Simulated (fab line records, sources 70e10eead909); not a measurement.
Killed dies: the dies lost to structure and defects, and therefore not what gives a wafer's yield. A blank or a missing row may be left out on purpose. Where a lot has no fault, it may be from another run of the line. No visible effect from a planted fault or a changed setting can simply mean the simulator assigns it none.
Matching of chambers :: flow nand-harc :: NHARC_P_BONDPAD_DEP_00 on pecvd-02: 3 sister chambers
The step deposits SiCN, target thk 250 nm. 3 wafers are shown with their chamber, then 7 later ones without.

EACH WAFER AND ITS CHAMBER
wafer: L403.5
chamber: 1
heater-power-outer-w (W): 300

wafer: L403.6
chamber: 2
heater-power-outer-w (W): 429

wafer: L416.5
chamber: 0
heater-power-outer-w (W): 448

WAFERS MISSING THEIR CHAMBER
wafer: L416.6
heater-power-outer-w (W): 458

wafer: L418.2
heater-power-outer-w (W): 309

wafer: L418.3
heater-power-outer-w (W): 386

wafer: L418.6
heater-power-outer-w (W): 391

wafer: L419.1
heater-power-outer-w (W): 292

wafer: L419.3
heater-power-outer-w (W): 427

wafer: L419.4
heater-power-outer-w (W): 451

WHICH CHAMBER EACH ONE RAN IN
wafer: L416.6
from the rows above: can't be placed: 0 or 2
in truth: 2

wafer: L418.2
from the rows above: 1
in truth: 1

wafer: L418.3
from the rows above: can't be placed: 2 or 0 or 1
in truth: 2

wafer: L418.6
from the rows above: can't be placed: 2 or 0
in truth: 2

wafer: L419.1
from the rows above: 1
in truth: 1

wafer: L419.3
from the rows above: can't be placed: 2 or 0
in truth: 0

wafer: L419.4
from the rows above: can't be placed: 0 or 2
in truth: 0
2 of 7 placed correctly. Cannot be placed on the basis of these rows: 5; the candidates contain the true chamber in 5. Number placed wrongly: 0.
How it was worked out, from the rows above alone: a wafer's distance from a chamber is the root of the sum, over the readings, of the square of ((its reading less the chamber's mean) divided by the reading's scatter). The wafer belongs to the nearest chamber; if the next one is less than 2 further off, it can't be placed. For every chamber, the mean is computed from those of its wafers that are shown. The scatter: with one shown wafer a chamber, the root of the mean of the squares of how far each hidden wafer lies from its nearest shown one.
